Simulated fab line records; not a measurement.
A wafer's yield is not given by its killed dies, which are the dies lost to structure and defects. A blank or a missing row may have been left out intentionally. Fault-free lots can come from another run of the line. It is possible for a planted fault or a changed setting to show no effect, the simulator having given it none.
2 desks, one fault    flow n5-finfet    each desk has only its own numbers; what lay behind them comes last

== METROLOGY DESK ==
Lot by lot, what the gauges showed, no matter which tool ran the lot: averages of those sampled wafers that carry a number. Marked OUT: a lot whose mean sits more than 4 standard deviations from the usual mean, which makes it out of limits; the brackets give that distance. Shown here are 7 of its 10 readings, the ones lying furthest out on some lot.
Columns: A = DIBL_N at N5_BEOL_M4_RC_MEAS_101, usual 36.0 mV/V; B = DIBL_P at N5_BEOL_M4_RC_MEAS_101, usual 35.8 mV/V; C = IOFF_N at N5_BEOL_M4_RC_MEAS_101, usual 0.15 nA/um; D = IOFF_P at N5_BEOL_M4_RC_MEAS_101, usual 0.20 nA/um; E = SS_P at N5_BEOL_M4_RC_MEAS_101, usual 73.2 mV/dec; F = VT_N at N5_BEOL_M4_RC_MEAS_101, usual 250 mV; G = VT_P at N5_BEOL_M4_RC_MEAS_101, usual -251 mV
lot   first seen here  A     B     C     D     E     F    G
L282  day 8 07:37      35.1  33.2  0.13  0.17  72.5  253  -255
L284  day 8 09:44      37.6  37.3  0.17  0.24  73.3  248  -247
L289  day 10 03:45     38.4  38.8  0.19  0.25  73.7  248  -248
L293  day 10 22:16     32.4  32.3  0.10  0.14  71.9  255  -254
L292  day 11 03:55     37.4  35.7  0.15  0.21  73.3  252  -250
L294  day 11 15:01     35.5  35.3  0.13  0.19  72.9  252  -251
L295  day 11 22:11     37.1  37.6  0.16  0.19  73.2  250  -254
L299  day 12 10:33     35.0  35.6  0.14  0.17  73.2  254  -257
L303  day 13 17:25     35.9  34.7  0.15  0.19  72.8  248  -252
This desk's verdict: no lot among the 9 shows anything out of limits.

== TOOL OWNER'S DESK, rie-diel-02 ==
The tool's own readings at N5_SDB_HM_OPEN_20 (chemistry CH3F/O2, target SiNx, stops on poly-Si, target depth 24 nm): means of the sampled wafers that have a number, for each lot that ran on this tool. Marked OUT: a lot whose mean sits more than 4 standard deviations from the usual mean, which makes it out of limits; the brackets give that distance.
Columns: A = bias-w at N5_SDB_HM_OPEN_20, usual 73.01 W; B = chamber-pressure-mTorr at N5_SDB_HM_OPEN_20, usual 30.004 mTorr; C = drypump-motor-current-A at N5_SDB_HM_OPEN_20, usual 5.8 A; D = oes-product-au at N5_SDB_HM_OPEN_20, usual 0.65 a.u.; E = rf-vpp-V at N5_SDB_HM_OPEN_20, usual 299 V; F = showerhead-plenum-p-Torr at N5_SDB_HM_OPEN_20, usual 2.01 Torr; G = throttle-valve-pct at N5_SDB_HM_OPEN_20, usual 16.31 %
lot   first seen here  A      B       C    D     E    F     G
L282  day 4 00:45      73.02  30.015  5.8  0.63  288  1.92  16.33
L289  day 5 20:04      72.99  30.018  5.9  0.72  300  2.00  16.19
L292  day 6 12:30      73.08  29.992  6.2  0.61  305  2.07  16.12
L293  day 6 19:41      73.05  29.983  5.8  0.57  289  1.90  16.39
L295  day 7 10:12      73.03  30.000  5.9  0.66  296  1.97  16.25
This desk's verdict: no lot among the 5 shows anything out of limits.

== PUT TOGETHER ==
Metrology desk: nothing out of limits seen.
The desk of the tool owner found nothing out of limits.

== WHAT HAD BEEN PUT IN BY THE SIMULATOR ==
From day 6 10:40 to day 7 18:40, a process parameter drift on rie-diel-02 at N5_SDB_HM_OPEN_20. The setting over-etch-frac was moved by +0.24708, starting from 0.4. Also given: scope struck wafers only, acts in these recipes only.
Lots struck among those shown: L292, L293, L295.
